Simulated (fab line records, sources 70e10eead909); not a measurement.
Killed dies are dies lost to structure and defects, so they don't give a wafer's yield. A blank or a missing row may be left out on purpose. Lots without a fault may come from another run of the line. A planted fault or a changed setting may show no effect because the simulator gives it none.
fab line records | flow nand_harc | part 2 of 2: steps 4 to 6 of 6
record lots=21 wafers=63 last_day=33
route steps=1302 shown A_STAIRCASE@743 A_SLIT@937 A_WL_FILL@968
lots that met no fault: from a run of the same line without faults
start_h: hours from the record's first day to the start of the lot's first wafer shown | wait_h: hours since the lot's step before | " the same as in the row above | L1.1+2: a row that stands for several wafers | - no value, or no start given | * or withheld: withheld | < > ~ a bound
route shown NAME@n: a module of which the file shows steps, and the number in the route of the first | usual: mean/standard deviation of fault-free wafers | same: alike in all rows | chamber/n: place in a boat | sites: the reading at each site | _std_site: their standard deviation | _edge_site: outer sites' mean less inner sites' | radius_mm: how far each site lies from the wafer's centre | mask NAME#n: copy n | behind: the tool/chamber that last shaped the wafer | hold: why the lot was held/for how many hours/how that ended | device: the transistor (n, p or np) that didn't switch | end of line: the same wafers' tests at the end of the route | a step without rows: its recipe alone | killed: dies lost to structure and defects at the first sort, not the wafer's yield | map: a wafer's dies, x killed, . not, _ none there
set.NAME: the setting as run; set.NAME@STEP: as run at that earlier step | model.NAME: the simulator's own value behind a step, which no gauge read
steps of the route over a sample of lots; a table a step, a row a wafer
services: from which hour (start_h, from the record's first day; less than 0 if before it) a tool's chamber was out of use, for how many hours, and why
## steps
# step NHARC_A_SLIT_ETCH_24
# recipe target_depth_a=1210 time_s=60.5 cf4_flow_sccm=100 chf3_flow_sccm=30 ar_flow_sccm=0 rf_w=500 bias_w=200 chemistry=CF4/CHF3
# usual bias_w=200.0/0.62 drypump_motor_current_A=5.7/0.6 oes_product_au=0.955/0.02 rf_vpp_V=371.4/2.2 showerhead_plenum_p_Torr=1.59/0.06 throttle_valve_pct=16.803/0.0096
# columns lot.wafer tool chamber start_h wait_h bias_w drypump_motor_current_A oes_product_au rf_hours_counter_h rf_vpp_V showerhead_plenum_p_Torr throttle_valve_pct
L076.1 rie_diel-12 3 463.08 0.1 199.7 4.7 0.986 0 368.9 1.52 16.790
L076.2 " 0 " " 200.4 5.0 0.961 0 373.0 1.68 16.800
L076.4 " 1 " " 200.3 5.6 0.973 0 371.5 1.62 16.807
L074.1 rie_diel-07 2 464.41 0.1 199.2 6.0 0.953 6 373.7 1.68 16.790
L074.5 " 2 " " 199.7 6.0 0.957 - 374.9 1.68 16.804
L074.6 " 0 " " 200.8 6.7 0.977 - 370.4 1.56 16.820
L075.2 rie_diel-05 0 466.69 0.1 199.7 5.4 0.929 1 371.4 1.59 16.823
L075.4 " 3 " " 199.8 5.9 0.936 2 371.9 1.59 16.810
L075.5 " 0 " " 199.5 5.3 0.924 - 371.0 1.59 16.796
L077.4 rie_diel-05 0 475.29 0.1 199.9 5.3 0.964 3 371.5 1.59 16.805
L077.3 " 2 " " 199.1 5.2 0.945 3 371.9 1.59 16.811
L077.5 " 0 " " 199.1 5.3 0.969 - 369.2 1.59 16.817
L079.3 rie_diel-07 3 503.94 0.1 200.5 6.5 0.954 0 369.1 1.55 16.807
L079.2 " 0 " " 199.7 6.7 0.960 1 368.8 1.56 16.795
L079.1 " 1 " " 198.9 5.1 0.971 1 369.5 1.55 16.810
L080.3 rie_diel-12 1 504.52 0.1 199.7 5.6 0.916 3 372.5 1.62 16.786
L080.2 " 2 " " 199.7 5.7 0.913 2 373.2 1.67 16.811
L080.5 " 0 " " 199.9 5.0 0.931 - 374.6 1.68 16.793
L081.3 rie_diel-12 1 526.45 0.1 199.6 5.6 0.963 4 371.4 1.62 16.788
L081.6 " 0 " " 200.3 5.0 0.964 - 372.7 1.68 16.800
L081.5 " 1 " " 200.4 5.6 0.954 - 372.7 1.62 16.798
L083.2 rie_diel-12 1 545.11 0.1 200.9 5.6 0.974 5 371.3 1.62 16.802
L083.3 " 2 " " 199.5 5.8 0.958 6 374.2 1.67 16.805
L083.6 " 3 " " 199.7 4.6 0.968 - 368.1 1.52 16.782
L082.4 rie_diel-12 2 546.71 0.1 200.3 5.8 0.959 6 373.5 1.67 16.815
L082.2 " 0 " " 200.4 5.0 0.951 7 374.3 1.68 16.790
L082.5 " 1 " " 200.1 5.6 0.961 - 371.7 1.62 16.806
L086.2 rie_diel-07 3 561.05 0.1 200.0 6.5 0.956 3 370.6 1.55 16.809
L086.5 " 0 " " 198.5 6.6 0.938 - 369.6 1.56 16.794
L086.6 " 2 " " 200.4 6.0 0.955 - 374.2 1.68 16.820
L084.3 rie_diel-05 1 562.64 0.6 200.0 5.6 0.930 8 368.0 1.49 16.804
L084.6 " 2 " " 200.8 5.2 0.917 - 370.0 1.59 16.803
L084.5 " 3 " " 199.3 5.8 0.932 - 371.6 1.58 16.798
L087.3 rie_diel-07 0 571.36 0.1 199.7 6.6 0.961 5 369.6 1.56 16.801
L087.5 " 0 " " 199.3 6.6 0.965 - 369.9 1.56 16.768
L087.6 " 1 " " 200.7 5.1 0.962 - 369.4 1.55 16.816
L085.4 rie_diel-05 0 572.16 0.1 201.1 5.3 0.962 9 370.4 1.58 16.798
L085.3 " 1 " " 199.4 5.6 0.976 8 368.1 1.49 16.816
L085.5 " 0 " " 200.8 5.3 0.966 - 370.8 1.58 16.800
L088.1 rie_diel-07 3 592.26 0.1 199.3 6.5 0.993 6 369.8 1.54 16.802
L088.3 " 1 " " 199.1 5.1 0.964 5 372.3 1.55 16.803
L088.6 " 0 " " 199.1 6.6 0.962 - 369.7 1.56 16.813
L089.1 rie_diel-12 1 592.46 0.1 201.0 5.6 0.956 9 372.4 1.62 16.796
L089.4 " 2 " " 200.1 5.7 0.954 8 373.9 1.67 16.798
L089.5 " 1 " " 201.1 5.7 0.950 - 374.2 1.62 16.807
L090.2 rie_diel-07 2 604.90 0.1 200.7 6.0 0.946 8 376.0 1.67 16.788
L090.3 " 0 " " 200.4 6.7 0.939 7 369.7 1.56 16.792
L090.6 " 1 " " 200.4 5.1 0.947 - 371.0 1.55 16.807
L092.1 rie_diel-07 1 629.22 0.1 200.7 5.1 0.934 7 369.8 1.55 16.791
L092.2 " 3 " " 200.3 6.5 0.956 8 368.7 1.54 16.798
L092.5 " 1 " " 200.6 5.1 0.928 - 370.1 1.55 16.811
L094.2 rie_diel-05 0 639.73 0.1 199.0 5.4 0.945 2 370.0 1.58 16.804
L094.1 " 1 " " 201.2 5.6 0.977 3 368.6 1.49 16.805
L094.5 " 0 " " 199.2 5.3 0.952 - 372.3 1.58 16.786
L096.2 rie_diel-12 2 662.06 0.1 199.9 5.8 0.933 1 372.1 1.67 16.799
L096.4 " 3 " " 200.2 4.6 0.968 1 369.3 1.52 16.811
L096.3 " 0 " " 200.1 5.0 0.943 1 374.3 1.68 16.811
L095.2 rie_diel-07 0 662.40 0.1 200.1 6.7 0.961 0 369.6 1.56 16.815
L095.4 " 0 " " 200.2 6.7 0.962 - 370.0 1.56 16.811
L095.5 " 2 " " 199.7 6.0 0.956 - 375.9 1.67 16.812
L097.2 rie_diel-12 1 680.51 0.6 200.5 5.6 0.917 2 372.2 1.62 16.812
L097.3 " 2 " " 199.1 5.8 0.915 2 374.4 1.67 16.809
L097.6 " 1 " " 200.0 5.6 0.920 - 372.7 1.62 16.801
# step NHARC_A_SLIT_CD_MEAS_21
# usual cd_nm=289.6/0.89
# columns lot.wafer tool chamber start_h wait_h cd_nm
L076.1 cd_sem-03 - 469.53 - 290.1
L076.2 " - " " 291.0
L076.4 " - " " 290.4
L074.1 cd_sem-03 - 471.39 - 291.1
L074.5 " - " " 290.3
L074.6 " - " " 291.4
L075.2 cd_sem-02 - 475.12 - 288.6
L075.4 " - " " 289.6
L075.5 " - " " 290.1
L077.3 cd_sem-03 - 483.13 - 289.9
L077.4 " - " " 289.0
L077.5 " - " " 288.7
L079.1 cd_sem-03 - 510.17 - 289.6
L079.2 " - " " 290.9
L079.3 " - " " 288.9
L080.2 cd_sem-03 - 512.83 - 289.2
L080.3 " - " " 288.8
L080.5 " - " " 290.0
L081.3 cd_sem-01 - 532.62 - 289.8
L081.5 " - " " 289.8
L081.6 " - " " 288.7
L083.2 cd_sem-02 - 551.78 - 289.4
L083.3 " - " " 290.4
L083.6 " - " " 289.5
L082.2 cd_sem-02 - 552.90 - 288.0
L082.4 " - " " 290.2
L082.5 " - " " 289.0
L086.2 cd_sem-02 - 567.46 - 290.2
L086.5 " - " " 288.6
L086.6 " - " " 290.3
L084.3 cd_sem-01 - 568.86 - 288.1
L084.5 " - " " 287.6
L084.6 " - " " 288.6
L087.3 cd_sem-03 - 577.61 - 288.8
L087.5 " - " " 289.7
L087.6 " - " " 290.3
L085.3 cd_sem-03 - 578.34 - 290.3
L085.4 " - " " 288.9
L085.5 " - " " 289.9
L088.1 cd_sem-03 - 600.16 - 290.0
L088.3 " - " " 290.4
L088.6 " - " " 290.1
L089.1 cd_sem-03 - 603.12 - 290.9
L089.4 " - " " 290.6
L089.5 " - " " 290.5
L090.2 cd_sem-03 - 611.06 - 290.7
L090.3 " - " " 290.4
L090.6 " - " " 290.3
L092.1 cd_sem-02 - 635.48 - 289.8
L092.2 " - " " 290.8
L092.5 " - " " 289.9
L094.1 cd_sem-02 - 649.29 - 289.4
L094.2 " - " " 290.5
L094.5 " - " " 290.2
L096.2 cd_sem-03 - 668.19 - 289.8
L096.3 " - " " 290.2
L096.4 " - " " 289.6
L095.2 cd_sem-01 - 668.90 - 287.3
L095.4 " - " " 287.5
L095.5 " - " " 288.0
L097.2 cd_sem-03 - 686.79 - 289.7
L097.3 " - " " 290.0
L097.6 " - " " 289.4
# step NHARC_A_WL_FILL_ETCHBACK_17
# recipe target_depth_a=40 time_s=26.7 chemistry=Cl2/BCl3
# usual drypump_motor_current_A=6.1/0.53 oes_product_au=1.002/0.009
# columns lot.wafer tool chamber start_h wait_h drypump_motor_current_A oes_product_au rf_hours_counter_h
L074.1 rie_metal-02 0 488.17 - 5.1 1.001 0.2
L074.6 " 0 " " 5.1 1.019 -
L074.5 " 1 " " 5.3 0.994 -
L076.2 rie_metal-01 1 488.18 - 6.7 1.021 1.3
L076.1 " 0 " " 6.2 0.992 1.3
L076.4 " 1 " " 6.6 1.032 -
L075.2 rie_metal-01 0 496.84 - 6.2 0.991 1.3
L075.4 " 1 " " 6.7 1.001 -
L075.5 " 1 " " 6.7 1.001 -
L077.4 rie_metal-03 0 502.48 - 6.1 0.995 -
L077.3 " 1 " " 6.5 0.996 -
L077.5 " 0 " " 6.1 0.989 -
L079.1 rie_metal-01 0 528.76 - 6.2 0.997 2.1
L079.2 " 0 " " 6.2 0.989 -
L079.3 " 0 " " 6.2 0.991 -
L080.2 rie_metal-02 0 535.04 - 5.2 1.000 1.3
L080.3 " 0 " " 5.1 1.006 -
L080.5 " 0 " " 5.2 1.001 -
L081.3 rie_metal-02 0 555.11 - 5.1 1.013 -
L081.6 " 1 " " 5.3 1.009 -
L081.5 " 0 " " 5.1 1.013 -
L082.2 rie_metal-03 0 570.98 - 6.0 0.999 0.7
L082.4 " 0 " " 6.1 1.002 -
L082.5 " 1 " " 6.5 0.994 -
L083.2 rie_metal-01 1 571.14 - 6.7 1.004 2.3
L083.3 " 1 " " 6.6 1.010 -
L083.6 " 1 " " 6.7 0.999 -
L086.2 rie_metal-03 1 588.83 - 6.6 1.000 1.4
L086.6 " 0 " " 6.1 1.014 -
L086.5 " 1 " " 6.5 1.006 -
L084.3 rie_metal-01 1 588.85 - 6.7 1.004 -
L084.6 " 1 " " 6.6 0.996 -
L084.5 " 0 " " 6.2 1.005 -
L087.3 rie_metal-02 0 597.68 - 5.1 1.003 -
L087.5 " 1 " " 5.3 0.998 -
L087.6 " 0 " " 5.2 1.010 -
L085.4 rie_metal-03 0 597.74 - 6.1 0.997 -
L085.3 " 1 " " 6.5 1.002 -
L085.5 " 0 " " 6.1 1.005 -
L088.1 rie_metal-03 1 620.88 - 6.5 1.005 1.8
L088.3 " 0 " " 6.1 0.999 -
L088.6 " 1 " " 6.5 1.002 -
L089.1 rie_metal-01 0 624.00 - 6.2 0.993 0.7
L089.4 " 0 " " 6.2 0.998 -
L089.5 " 1 " " 6.6 1.006 -
L090.2 rie_metal-03 0 631.19 - 6.1 1.003 1.8
L090.3 " 0 " " 6.1 0.999 -
L090.6 " 1 " " 6.5 1.011 -
L092.1 rie_metal-01 0 654.12 - 6.2 1.001 1.2
L092.2 " 1 " " 6.6 1.003 1.2
L092.5 " 0 " " 6.2 1.002 -
L094.2 rie_metal-01 1 667.79 - 6.6 1.004 1.4
L094.1 " 0 " " 6.2 1.010 1.4
L094.5 " 0 " " 6.2 1.005 -
L096.2 rie_metal-03 0 686.72 - 6.1 1.003 3.0
L096.3 " 0 " " 6.1 0.994 -
L096.4 " 1 " " 6.5 1.005 -
L095.2 rie_metal-01 0 689.14 - 6.2 1.004 1.7
L095.4 " 1 " " 6.6 0.997 -
L095.5 " 1 " " 6.6 1.000 -
L097.2 rie_metal-02 0 705.37 - 5.2 1.009 1.4
L097.3 " 1 " " 5.3 0.990 -
L097.6 " 0 " " 5.1 1.009 -
## services
# columns tool chamber start_h hours kind
rie_diel-13 - 342.00 9.0 pm
rie_diel-01 3 354.00 1.6 repair
rie_diel-06 1 370.89 3.9 repair
rie_diel-01 0 373.04 3.4 repair
rie_diel-01 - 380.82 9.0 pm
rie_metal-01 0 382.89 4.0 repair
rie_diel-06 - 389.19 0.8 repair
rie_metal-01 1 394.85 10.0 repair
rie_metal-01 - 398.00 9.0 pm
rie_diel-06 2 401.85 4.8 repair
rie_diel-06 0 429.63 4.8 repair
rie_diel-06 - 484.70 9.0 pm
rie_metal-01 1 518.13 19.3 repair
rie_diel-13 - 519.00 9.0 pm
rie_diel-01 - 557.82 9.0 pm
rie_diel-13 3 571.34 4.3 repair
rie_metal-01 - 575.00 9.0 pm
rie_diel-13 0 583.55 8.3 repair
rie_diel-06 - 588.48 2.4 repair
rie_diel-01 0 636.26 1.2 repair
rie_diel-06 1 641.37 7.3 repair
rie_diel-06 - 661.70 9.0 pm
rie_diel-01 3 664.64 4.5 repair
rie_diel-13 - 696.72 9.0 pm
